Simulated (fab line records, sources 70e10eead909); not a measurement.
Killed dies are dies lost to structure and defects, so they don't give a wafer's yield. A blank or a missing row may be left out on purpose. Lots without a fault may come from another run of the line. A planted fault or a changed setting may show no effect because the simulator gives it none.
Chamber matching | flow nand_harc | NHARC_A_STAIRCASE_DESCUM_219 on rie_diel-09: 4 sister chambers
The step chemistry O2, time 3 s. 14 wafers are shown with their chamber, then 7 later ones without.

WAFERS WITH THEIR CHAMBER
wafer  | chamber | drypump_motor_current_A (A) | showerhead_plenum_p_Torr (Torr) | oes_product_au (a.u.)
L074.1 | 0       | 6.0                         | 2.05                            | 0.986
L074.3 | 3       | 5.4                         | 1.87                            | 0.998
L074.6 | 2       | 6.2                         | 1.98                            | 1.001
L077.1 | 3       | 5.3                         | 1.87                            | 1.012
L077.2 | 1       | 5.9                         | 1.85                            | 1.008
L077.3 | 0       | 6.0                         | 2.05                            | 0.981
L078.2 | 1       | 5.9                         | 1.84                            | 1.003
L078.4 | 2       | 6.2                         | 1.98                            | 1.000
L078.6 | 0       | 6.0                         | 2.05                            | 0.987
L087.1 | 0       | 6.0                         | 2.04                            | 0.984
L087.3 | 1       | 5.9                         | 1.84                            | 0.997
L087.6 | 1       | 5.9                         | 1.84                            | 0.996
L093.1 | 0       | 6.0                         | 2.03                            | 0.971
L093.3 | 1       | 5.9                         | 1.83                            | 0.981

SIGNATURES (means of the wafers above)
reading                  | chamber 0 | chamber 1 | chamber 2 | chamber 3 | scatter within a chamber
drypump_motor_current_A  | 6.000     | 5.900     | 6.200     | 5.350     | 0.0224
showerhead_plenum_p_Torr | 2.0440    | 1.8400    | 1.9800    | 1.8700    | 0.00721
oes_product_au           | 0.98180   | 0.99700   | 1.00050   | 1.00500   | 0.00824
Rule: a wafer's distance from a chamber is the root of the sum, over the readings, of the square of ((its reading less the chamber's mean) divided by the reading's scatter). The wafer belongs to the nearest chamber; if the next one is less than 2 further off, it can't be placed. The scatter: the root of (the sum of the squares of (reading less its chamber's mean) over the shown wafers, divided by (wafers less chambers)).

WAFERS WITHOUT THEIR CHAMBER
wafer  | drypump_motor_current_A (A) | showerhead_plenum_p_Torr (Torr) | oes_product_au (a.u.)
L093.6 | 5.4                         | 1.85                            | 1.015
L095.2 | 6.2                         | 1.96                            | 0.977
L095.3 | 6.0                         | 2.03                            | 0.979
L095.5 | 6.0                         | 2.03                            | 0.970
L097.2 | 5.9                         | 1.83                            | 0.985
L097.4 | 6.0                         | 2.03                            | 0.988
L097.6 | 6.0                         | 2.03                            | 0.984

WHICH CHAMBER EACH WENT THROUGH
wafer  | from the rows above | in truth
L093.6 | 3                   | 3
L095.2 | 2                   | 2
L095.3 | 0                   | 0
L095.5 | 0                   | 0
L097.2 | 1                   | 1
L097.4 | 0                   | 0
L097.6 | 0                   | 0
Placed correctly: 7 of 7. Can't be placed from these rows: 0. Placed wrongly: 0.
